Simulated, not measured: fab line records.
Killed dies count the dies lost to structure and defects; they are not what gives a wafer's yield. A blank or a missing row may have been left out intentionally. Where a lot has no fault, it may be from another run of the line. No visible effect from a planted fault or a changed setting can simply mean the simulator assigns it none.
Matching of chambers ; flow nandHarc ; rieDiel-01 running NHARC_P_M0_ETCH_34: 4 sister chambers
The step etches the open film in N2/H2, target depth 40 nm, overetch 12 nm, time 43.94 s. 30 wafers are shown with their chamber, then 12 later ones without.

## WAFERS, EACH WITH ITS CHAMBER
wafer;chamber;drypumpMotorCurrentA (A);showerheadPlenumPTorr (Torr);rfVppV (V)
L074.2;0;5.4;2.10;432.2
L074.3;2;6.4;2.18;434.3
L074.5;3;5.5;2.08;431.3
L075.2;3;5.5;2.08;432.4
L075.4;2;6.4;2.18;433.5
L075.5;1;5.1;2.16;434.3
L076.1;2;6.4;2.18;433.5
L076.2;0;5.4;2.10;432.2
L076.4;1;5.1;2.16;434.8
L077.3;1;5.1;2.16;434.3
L077.4;3;5.5;2.08;432.8
L077.5;2;6.4;2.18;434.0
L079.1;1;5.0;2.16;433.5
L079.4;0;5.3;2.09;432.2
L079.5;3;5.5;2.07;430.9
L083.1;1;5.1;2.15;434.5
L083.3;3;5.5;2.07;431.7
L083.4;2;6.4;2.17;433.4
L084.2;0;5.4;2.09;431.8
L084.4;3;5.5;2.07;432.0
L084.6;2;6.4;2.17;434.7
L085.3;1;5.1;2.15;432.7
L085.5;0;5.4;2.09;432.5
L085.6;1;5.1;2.15;432.7
L089.3;0;5.4;2.09;431.7
L089.5;3;5.5;2.07;430.8
L089.6;0;5.4;2.09;432.6
L088.1;3;5.5;2.07;432.4
L088.3;2;6.4;2.17;434.7
L088.5;3;5.5;2.07;431.3

SIGNATURES (averages over the wafers above)
reading;chamber 0;chamber 1;chamber 2;chamber 3;scatter within a chamber
drypumpMotorCurrentA;5.386;5.086;6.400;5.500;0.0257
showerheadPlenumPTorr;2.0929;2.1557;2.1757;2.0733;0.00514
rfVppV;432.171;433.829;434.014;431.733;0.654
Rule: a wafer's distance from a chamber is the root of the sum, over the readings, of the square of ((its reading less the chamber's mean) divided by the reading's scatter). The wafer belongs to the nearest chamber; if the next one is less than 2 further off, it can't be placed. The scatter is the square root of a quotient: the sum, over the shown wafers, of each reading's squared deviation from its chamber's mean, divided by wafers minus chambers.

## WAFERS WITH NO CHAMBER GIVEN
wafer;drypumpMotorCurrentA (A);showerheadPlenumPTorr (Torr);rfVppV (V)
L091.1;6.4;2.17;435.0
L091.2;5.1;2.15;433.0
L091.6;5.1;2.15;432.5
L093.1;6.4;2.17;434.8
L093.2;5.4;2.06;431.3
L093.6;5.5;2.06;430.7
L095.3;5.5;2.06;432.2
L095.5;6.4;2.17;433.5
L095.6;5.5;2.06;431.3
L097.3;5.5;2.06;432.2
L097.4;6.4;2.17;434.7
L097.6;6.4;2.17;434.6

## WHICH CHAMBER EACH ONE RAN IN
wafer;from the rows above;in truth
L091.1;2;2
L091.2;1;1
L091.6;1;1
L093.1;2;2
L093.2;can't be placed: 3 or 0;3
L093.6;3;3
L095.3;3;3
L095.5;2;2
L095.6;3;3
L097.3;3;3
L097.4;2;2
L097.6;2;2
11 of 12 placed correctly. Cannot be placed on the basis of these rows: 1; the candidates contain the true chamber in 1. Placed wrongly: 0.
